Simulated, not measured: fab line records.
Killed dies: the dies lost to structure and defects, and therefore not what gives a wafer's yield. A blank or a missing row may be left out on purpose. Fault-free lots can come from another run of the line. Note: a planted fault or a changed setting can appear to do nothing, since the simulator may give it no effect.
A struck lot beside a sound one | flow n5Finfet | 19 out of 1938 route steps
Sound: these wafers, L997.1, L997.4, L997.5. Struck: wafer L100.2 (L100.1, L100.4, from the same lot, were not struck and are left out); the cause is given at the end.
Each step with rows lists, per side, the tool, then ch with its chambers, then its first start. Under that, the readings that differ: sound wafers | struck wafers | difference of the means | sigmas: that difference in standard deviations of wafers without a fault.
alike: readings whose means differ by less than 2 such deviations, and words and numbers that are the same on both sides. not compared: withheld readings, readings that some wafer has no value for, bounds like >300 that may hide the same value, and numbers for which the record gives no deviation and whose values overlap.
A row with sigmas, a row that says differs or no value, or rows on one side alone: a step with any of these is where the two part. Non-overlapping numbers with no deviation appear without sigmas and do not part them. Lack of a reading on every wafer of one side parts them only where that side has two or more wafers.

N5_PASSIVATION_PECVD_00: deposits SiO2 from SiH4/N2O, target thk 200 nm, time 11.2 s.
  sound on pecvd-01 ch 0,2, day 12 08:22; struck on pecvd-01 ch 1, day 13 01:14
  alike: heaterPowerW, showerheadPlenumPTorr, susceptorTempC, throttleValvePct
N5_MIM_BOT_DEGAS_01: time 60 s.
  sound on pvdSputter-01 at day 12 10:04; struck on pvdSputter-02 at day 13 02:19
  alike: heaterPowerW, susceptorTempC
then, 2 steps without rows for these wafers: N5_MIM_BOT_SPUTTER_00 (material TiN, target thk 35 nm, time 89.7 s); N5_MIM_TOP_ALD_00 (deposits Al2O3, purge time 3 s, co reactant pulse time 3 s).
N5_MIM_TOP_ALD_01: deposits HfO2, target thk 5.6 nm, pulse time 1 s, purge time 3 s.
  sound: aldHk-02 ch 1,2,3; struck: aldHk-03 ch 0
  alike: precursorPulseHeightRel
N5_MIM_TOP_ALD_02: deposits Al2O3, purge time 3 s, co reactant pulse time 3 s.
  sound: aldHk-02 ch 1,2,3; struck: aldHk-03 ch 0
  alike: precursorPulseHeightRel
then, 1 step without rows for these wafers: N5_MIM_TOP_DEGAS_04 (time 60 s).
N5_MIM_TOP_SPUTTER_03: material TiN, target thk 35 nm, time 89.7 s.
  sound on pvdSputter-01 at day 12 11:01; struck on pvdSputter-01 at day 13 03:37
  alike: susceptorTempC, throttleValvePct
then, 4 steps without rows for these wafers: N5_MIM_TOP_LITHO_HMDS_01 (time 60 s); N5_MIM_TOP_LITHO_COAT_02; N5_MIM_TOP_LITHO_EBR_04; N5_MIM_TOP_LITHO_SOFTBAKE_03 (time 90 s).
N5_MIM_TOP_LITHO_EXPOSE_05: exposes mask MIM TOP, target cd 2000 nm.
  sound on krfScanner-02 ch 0, day 12 11:16; struck on krfScanner-02 ch 0, day 13 03:49
  alike: mask, exposureDoseMJCm2
then, 3 steps without rows for these wafers: N5_MIM_TOP_LITHO_PEB_06; N5_MIM_TOP_LITHO_DEVELOP_07 (develop time 60 s); N5_MIM_TOP_LITHO_HARDBAKE_09 (time 120 s).
N5_MIM_TOP_LITHO_CD_MEAS_08 targets a cd of 2000 nm.
  sound on cdSem-01 ch 0, day 12 11:26; struck on cdSem-02 ch 0, day 13 04:00
reading   | sound                | struck | difference | sigmas
cdNm (nm) | 2000.4 2000.0 2002.4 | 1991.9 | -9.0       | -5
N5_MIM_TOP_LITHO_OVL_MEAS_11:
  sound on overlay-01 ch 0, day 12 11:28; struck on overlay-01 ch 0, day 13 04:02
  alike: MIM_TOP_OVL
N5_PASSIVATION_PROBE_49:
  the record has rows for the sound wafers here (prober-01, day 12 21:07) and none for the struck ones

## WHERE THEY PART
First at N5_MIM_TOP_LITHO_CD_MEAS_08; last, within this record, at N5_PASSIVATION_PROBE_49.

WHY: whatever the simulator had introduced
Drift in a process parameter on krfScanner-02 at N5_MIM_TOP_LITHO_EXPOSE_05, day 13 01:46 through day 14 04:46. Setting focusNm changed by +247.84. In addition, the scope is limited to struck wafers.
